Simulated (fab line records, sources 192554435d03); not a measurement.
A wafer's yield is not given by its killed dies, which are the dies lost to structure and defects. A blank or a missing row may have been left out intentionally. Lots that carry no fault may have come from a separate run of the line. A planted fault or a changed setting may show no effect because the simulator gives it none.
Code-filled problem report in 8D (eight disciplines) form || flow n5 finfet || the parts of the form that need people (team, actions taken, sign-off) are left out

== 1. WHAT IS WRONG ==
killed_at_M0_to_M3 at N5_PASSIVATION_PROBE_49 reads a mean of 138 on 2 wafers of 2 lots; wafers without a fault read 34 with a standard deviation of 10. That is +10 standard deviations from the usual mean.
First seen on wafer L502.1, day 16 02:05, on prober-01. The record has a number at this step for 6 wafers belonging to 2 lots. By rule, "out" or "out of limits" means more than 4 standard deviations away from the usual mean. The rest of the wafers with a number are treated as sound.

== 2. WHAT IT IS; WHAT IT IS NOT ==
{"question": "which readings at this step", "is": "killed_at_M0_to_M3, defect limited yield, killed dies, killed on rim, sort n pass, sort yield pct", "is not": "killed_at_M4_up, killed at front end, killed at other, killed open, killed short"}
{"question": "which lots", "is": "L502, L505", "is not": "-"}
{"question": "which wafers of those lots", "is": "L502.1, L505.3", "is not": "L502.2, L502.3, L505.2, L505.6"}
{"question": "read on which tools", "is": "prober-01, prober-02", "is not": "-"}
{"question": "when", "is": "from day 16 02:05", "is not": "up to then (0 sound wafers); but 4 sound wafers of L502, L505 came after"}

== 3. WHAT RULES OUT EACH SUSPECT ==
Counting: if a tool at a process step up to the reading ran every lot that is out, it stays a suspect. Sound lots after the first of them don't rule it out here, since some wafers of a struck lot are sound.
- pvd sputter-03 at N5_BEOL_M3_SPUTTER_92 (material Cu, target thk 4.5 nm, time 8.29 s): kept. It ran every lot that is out, first L502 (day 11 01:34).
The count leaves pvd sputter-03 at N5_BEOL_M3_SPUTTER_92.

== 4. THE CAUSE (what the simulator had put in) ==
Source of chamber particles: pvd sputter-03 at N5_BEOL_M3_SPUTTER_92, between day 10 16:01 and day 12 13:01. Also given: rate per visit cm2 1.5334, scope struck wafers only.
The count eliminated every tool but this one.

== 5. THE EFFECT CHAIN, in route order ==
Each row: a reading where the mean over the struck wafers with a number is more than 3 standard deviations away from the usual. Readings are gone through only where the record gives a usual standard deviation; hours: the median, over the lots, of the time from a lot's start at the first step in this table giving one to that lot's start at this step; sigmas: the change measured in usual standard deviations.
{"hours": 0, "step": "N5_PASSIVATION_PROBE_49", "reading": "defect limited yield", "usual": "91.3 %", "on struck wafers": 82.2, "change": -9.1, "sigmas": -6.5}
{"hours": 0, "step": "N5_PASSIVATION_PROBE_49", "reading": "killed_at_M0_to_M3", "usual": 34, "on struck wafers": 138, "change": "+104", "sigmas": "+10"}
{"hours": 0, "step": "N5_PASSIVATION_PROBE_49", "reading": "killed dies", "usual": 103, "on struck wafers": 210, "change": "+107", "sigmas": "+6.7"}
{"hours": 0, "step": "N5_PASSIVATION_PROBE_49", "reading": "killed on rim", "usual": 13, "on struck wafers": 34, "change": "+20", "sigmas": "+5.7"}
{"hours": 0, "step": "N5_PASSIVATION_PROBE_49", "reading": "sort_bin_5_function", "usual": "5.1 %", "on struck wafers": 9.9, "change": "+4.8", "sigmas": "+5.1"}
{"hours": 0, "step": "N5_PASSIVATION_PROBE_49", "reading": "sort n pass", "usual": 1077, "on struck wafers": 970, "change": -107, "sigmas": -6.7}
{"hours": 0, "step": "N5_PASSIVATION_PROBE_49", "reading": "sort yield pct", "usual": "91.3 %", "on struck wafers": 82.2, "change": -9.1, "sigmas": -6.5}
It contains these process steps:
- N5_PASSIVATION_PROBE_49

== 6. WHAT WOULD HAVE CAUGHT IT SOONER ==
130 hours passed between the start of the fault at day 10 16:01 and the first reading out of limits in this record, taken at day 16 02:05.
An alarm limit of 4 standard deviations would not have fired on the tool readings at N5_BEOL_M3_SPUTTER_92 for which the record gives a usual standard deviation, since none of them was out on any struck wafer.
All the lots that are out (2) had begun N5_BEOL_M3_SPUTTER_92 on pvd sputter-03 by day 16 02:05. A hold on the tool at that time would have spared none of them.
